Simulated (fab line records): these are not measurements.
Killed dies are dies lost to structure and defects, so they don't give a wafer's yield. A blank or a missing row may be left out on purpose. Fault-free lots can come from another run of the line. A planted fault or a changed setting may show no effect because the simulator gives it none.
Matching of chambers ; flow n5 finfet ; N5_BEOL_M3_STRIP_66 on rie diel-01 has 4 sister chambers
The step strips in CF4. 4 wafers are shown with their chamber, then 10 later ones without.

## WAFERS PAIRED WITH THEIR CHAMBERS
wafer;chamber;showerhead plenum p Torr (Torr)
L086.2;2;1.78
L087.2;0;1.81
L088.1;1;1.82
L088.2;3;1.71

## WAFERS MISSING THEIR CHAMBER
wafer;showerhead plenum p Torr (Torr)
L088.4;1.71
L092.2;1.81
L092.4;1.80
L092.6;1.71
L094.2;1.80
L094.3;1.81
L094.5;1.71
L095.1;1.80
L095.2;1.78
L095.4;1.71

## CHAMBER TAKEN BY EACH
wafer;from the rows above;in truth
L088.4;3;3
L092.2;can't be placed: 0 or 1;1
L092.4;can't be placed: 0 or 1 or 2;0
L092.6;3;3
L094.2;can't be placed: 0 or 1 or 2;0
L094.3;can't be placed: 0 or 1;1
L094.5;3;3
L095.1;can't be placed: 0 or 1 or 2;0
L095.2;2;2
L095.4;3;3
Correctly placed: 5 of 10. Unplaceable from these rows: 5, with the true chamber sitting among the candidates in 5. Wrongly placed: 0.
How it was worked out, from the rows above alone: a wafer's distance from a chamber is the root of the sum, over the readings, of the square of ((its reading less the chamber's mean) divided by the reading's scatter). If the next closest chamber is less than 2 further off than the closest, the wafer can't be placed; otherwise it belongs to the closest. Each chamber's mean is taken over the wafers shown for it. The scatter (one wafer shown for each chamber): square how far every hidden wafer sits from the nearest shown wafer, average those squares and take the square root.
